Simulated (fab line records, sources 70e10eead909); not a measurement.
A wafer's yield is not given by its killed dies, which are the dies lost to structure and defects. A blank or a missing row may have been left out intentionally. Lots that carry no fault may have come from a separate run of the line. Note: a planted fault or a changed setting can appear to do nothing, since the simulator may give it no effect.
Matching of chambers | flow nand_harc | rie_diel-05 running NHARC_A_STAIRCASE_DESCUM_443: 4 sister chambers
The step chemistry O2, time 3 s. 18 wafers are shown with their chamber, then 9 later ones without.

WAFERS WITH THEIR CHAMBER
wafer  | chamber | drypump_motor_current_A (A) | showerhead_plenum_p_Torr (Torr) | rf_vpp_V (V)
L075.3 | 1       | 5.78                        | 1.80                            | 57.7
L075.4 | 3       | 6.04                        | 1.93                            | 57.2
L075.6 | 0       | 5.57                        | 1.81                            | 58.4
L077.2 | 1       | 5.77                        | 1.79                            | 58.0
L077.3 | 3       | 6.05                        | 1.93                            | 57.9
L077.4 | 2       | 6.05                        | 1.95                            | 58.5
L083.1 | 1       | 5.79                        | 1.79                            | 56.7
L083.3 | 2       | 6.03                        | 1.95                            | 58.6
L083.6 | 1       | 5.77                        | 1.79                            | 58.9
L087.1 | 1       | 5.75                        | 1.79                            | 57.7
L087.5 | 0       | 5.53                        | 1.80                            | 56.9
L087.6 | 3       | 6.03                        | 1.92                            | 58.1
L090.2 | 3       | 6.05                        | 1.92                            | 58.4
L090.3 | 1       | 5.78                        | 1.78                            | 57.1
L090.5 | 3       | 6.04                        | 1.92                            | 57.8
L089.3 | 0       | 5.56                        | 1.79                            | 58.1
L089.4 | 2       | 6.04                        | 1.94                            | 57.6
L089.5 | 1       | 5.78                        | 1.78                            | 55.7

SIGNATURES (means of the wafers above)
reading                  | chamber 0 | chamber 1 | chamber 2 | chamber 3 | scatter within a chamber
drypump_motor_current_A  | 5.5533    | 5.7743    | 6.0400    | 6.0420    | 0.0129
showerhead_plenum_p_Torr | 1.8000    | 1.7886    | 1.9467    | 1.9240    | 0.00693
rf_vpp_V                 | 57.800    | 57.400    | 58.233    | 57.880    | 0.798
Rule: a wafer lies at a distance from a chamber equal to the root of the sum of squares, over the readings, of (its reading less the chamber's mean, divided by the reading's scatter). The wafer belongs to the nearest chamber; if the next one is less than 2 further off, it can't be placed. The scatter is the square root of a quotient: the sum, over the shown wafers, of each reading's squared deviation from its chamber's mean, divided by wafers minus chambers.

WAFERS WHOSE CHAMBER IS MISSING
wafer  | drypump_motor_current_A (A) | showerhead_plenum_p_Torr (Torr) | rf_vpp_V (V)
L096.1 | 5.56                        | 1.79                            | 58.1
L096.2 | 5.99                        | 1.91                            | 57.5
L096.3 | 5.77                        | 1.78                            | 58.7
L096.4 | 6.07                        | 1.93                            | 58.1
L096.5 | 6.07                        | 1.93                            | 58.3
L096.6 | 6.01                        | 1.91                            | 56.6
L097.2 | 5.57                        | 1.78                            | 57.0
L097.3 | 6.04                        | 1.91                            | 57.8
L097.4 | 5.80                        | 1.77                            | 56.7

WHICH CHAMBER EACH ONE RAN IN
wafer  | from the rows above     | in truth
L096.1 | 0                       | 0
L096.2 | 3                       | 3
L096.3 | 1                       | 1
L096.4 | can't be placed: 3 or 2 | 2
L096.5 | can't be placed: 3 or 2 | 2
L096.6 | 3                       | 3
L097.2 | 0                       | 0
L097.3 | 3                       | 3
L097.4 | 1                       | 1
Correct placement for 7 of the 9. These rows do not allow placing 2 (true chamber among the candidates in 2). 0 placed wrongly.
